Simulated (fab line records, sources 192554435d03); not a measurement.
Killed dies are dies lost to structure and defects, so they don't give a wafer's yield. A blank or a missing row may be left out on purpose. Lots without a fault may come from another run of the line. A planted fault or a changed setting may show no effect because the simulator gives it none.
Chamber matching | flow n5_finfet | N5_BEOL_M15_ETCH_57 on rie_diel-06: 4 sister chambers
The step etches SOC in N2/H2, time 750 s. 8 wafers are shown with their chamber, then 10 later ones without.

WAFERS WITH THEIR CHAMBER
wafer  | chamber | drypump_motor_current_A (A) | showerhead_plenum_p_Torr (Torr)
L078.2 | 0       | 5.85                        | 2.51
L079.2 | 3       | 5.79                        | 2.58
L081.6 | 1       | 5.92                        | 2.63
L086.2 | 2       | 5.53                        | 2.51
L086.3 | 1       | 5.92                        | 2.63
L086.4 | 0       | 5.82                        | 2.51
L091.1 | 3       | 5.77                        | 2.57
L091.4 | 2       | 5.52                        | 2.51

WAFERS WITHOUT THEIR CHAMBER
wafer  | drypump_motor_current_A (A) | showerhead_plenum_p_Torr (Torr)
L091.5 | 5.91                        | 2.63
L093.1 | 5.92                        | 2.62
L093.3 | 5.54                        | 2.51
L093.4 | 5.78                        | 2.57
L095.2 | 5.83                        | 2.57
L095.3 | 5.52                        | 2.51
L095.5 | 5.78                        | 2.57
L096.1 | 5.84                        | 2.50
L096.2 | 5.78                        | 2.57
L096.3 | 5.91                        | 2.62

WHICH CHAMBER EACH WENT THROUGH
wafer  | from the rows above | in truth
L091.5 | 1                   | 1
L093.1 | 1                   | 1
L093.3 | 2                   | 2
L093.4 | 3                   | 3
L095.2 | 3                   | 3
L095.3 | 2                   | 2
L095.5 | 3                   | 3
L096.1 | 0                   | 0
L096.2 | 3                   | 3
L096.3 | 1                   | 1
Placed correctly: 10 of 10. Can't be placed from these rows: 0. Placed wrongly: 0.
How it was worked out, from the rows above alone: a wafer's distance from a chamber is the root of the sum, over the readings, of the square of ((its reading less the chamber's mean) divided by the reading's scatter). The wafer belongs to the nearest chamber; if the next one is less than 2 further off, it can't be placed. A chamber's mean is the mean of its shown wafers. The scatter: the root of (the sum of the squares of (reading less its chamber's mean) over the shown wafers, divided by (wafers less chambers)).
